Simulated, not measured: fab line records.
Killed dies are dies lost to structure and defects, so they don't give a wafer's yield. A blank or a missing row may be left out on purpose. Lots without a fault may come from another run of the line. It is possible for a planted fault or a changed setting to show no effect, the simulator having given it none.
Comparing a struck lot with a sound one | flow n5Finfet | 14 out of 1938 route steps
Sound: the wafers L909.1, L909.3, L909.4. Wafers struck: L911.2, L911.3. The cause is given at the end.
Order at every step that has rows: each side's tool, ch and its chambers, its first start. Under that, the readings that differ: sound wafers | struck wafers | difference of the means | sigmas: that difference in standard deviations of wafers without a fault.
alike: readings with means less than 2 such deviations apart, plus words and numbers identical on both sides. not compared: withheld readings, readings lacking a value on some wafer, bounds such as >300 that could conceal the same value, and numbers that have no deviation in the record and whose values overlap.
The two part at a step that has a row with sigmas, a row that says differs or no value, or rows on one side only. Numbers that don't overlap but have no deviation are shown without sigmas and don't part them. A reading missing from all wafers of one side parts the sides only when that side holds two or more wafers.

first, 7 steps without rows for these wafers: N5_PASSIVATION_COAT_38; N5_PASSIVATION_EBR_40; N5_PASSIVATION_SOFTBAKE_39 (time 120 s); N5_PASSIVATION_EXPOSE_41 (exposes mask PASS OPEN, defocus 0 nm, target cd 40000 nm); N5_PASSIVATION_PEB_42; N5_PASSIVATION_DEVELOP_43 (develop time 60 s); N5_PASSIVATION_HARDBAKE_45 (time 120 s).
N5_PASSIVATION_CD_MEAS_44: the cd target is 40000 nm.
  sound on cdSem-03 ch 0, day 14 09:21; struck on cdSem-01 ch 0, day 14 21:25
reading   | sound             | struck      | difference | sigmas
cdNm (nm) | 40001 40000 40000 | 40006 40006 | +6         | +2
N5_PASSIVATION_OVL_MEAS_66:
  sound on overlay-02 ch 0, day 14 09:23; struck on overlay-01 ch 0, day 14 21:27
  alike: PASS_OPEN_OVL
N5_PASSIVATION_INSPECT_67: inspects for defects (macro).
  struck on defectInspect-01, day 14 21:28; sound on defectInspect-02, day 14 09:25
  alike: rawDefectCount
N5_PASSIVATION_DESCUM_46: chemistry O2, time 7.9 s.
  sound on rieDiel-06 ch 0,2,3, day 14 09:26; struck on rieDiel-06 ch 0,3, day 14 21:41
  alike: drypumpMotorCurrentA, oesProductAu, rfFwdPowerW, rfVppV, showerheadPlenumPTorr, throttleValvePct
  not compared: rfHoursCounterH
N5_PASSIVATION_PASS_ETCH_47: etches SiNx in CF4/O2, target depth 770 nm, time 385 s.
  sound on rieDiel-06 ch 0,2,3, day 14 09:29; struck on rieDiel-06 ch 0,3, day 14 21:43
  alike: drypumpMotorCurrentA, oesProductAu, rfFwdPowerW, rfVppV, showerheadPlenumPTorr, throttleValvePct
  not compared: rfHoursCounterH
N5_PASSIVATION_ETCH_54: etches SiO2 in CHF3/O2, target depth 880 nm, time 440 s.
  sound on rieDiel-06 ch 0,2,3, day 14 09:42; struck on rieDiel-06 ch 0,3, day 14 21:57
reading                               | sound             | struck    | difference | sigmas
model.etch.depthNm (nm)               | 881.6 875.9 869.6 | 1409 1443 | +550       | 
model.PASSIVATION.featureDepthNm (nm) | 881.6 875.8 869.6 | 1409 1443 | +550       | 
  alike: drypumpMotorCurrentA, oesProductAu, rfFwdPowerW, rfVppV, showerheadPlenumPTorr, throttleValvePct
  not compared: rfHoursCounterH
N5_PASSIVATION_STRIP_48: strips in O2.
  sound on rieDiel-06 ch 0,2,3, day 14 09:59; struck on rieDiel-06 ch 0,3, day 14 22:14
  alike: drypumpMotorCurrentA, oesProductAu, rfVppV, showerheadPlenumPTorr, throttleValvePct
  not compared: rfHoursCounterH

## WHERE THEY PART
Within this record, at N5_PASSIVATION_CD_MEAS_44 only. Later steps at which nothing parts them and some readings are alike: N5_PASSIVATION_OVL_MEAS_66, N5_PASSIVATION_INSPECT_67, N5_PASSIVATION_DESCUM_46, N5_PASSIVATION_PASS_ETCH_47, N5_PASSIVATION_ETCH_54, N5_PASSIVATION_STRIP_48.

WHY: the cause the simulator had injected
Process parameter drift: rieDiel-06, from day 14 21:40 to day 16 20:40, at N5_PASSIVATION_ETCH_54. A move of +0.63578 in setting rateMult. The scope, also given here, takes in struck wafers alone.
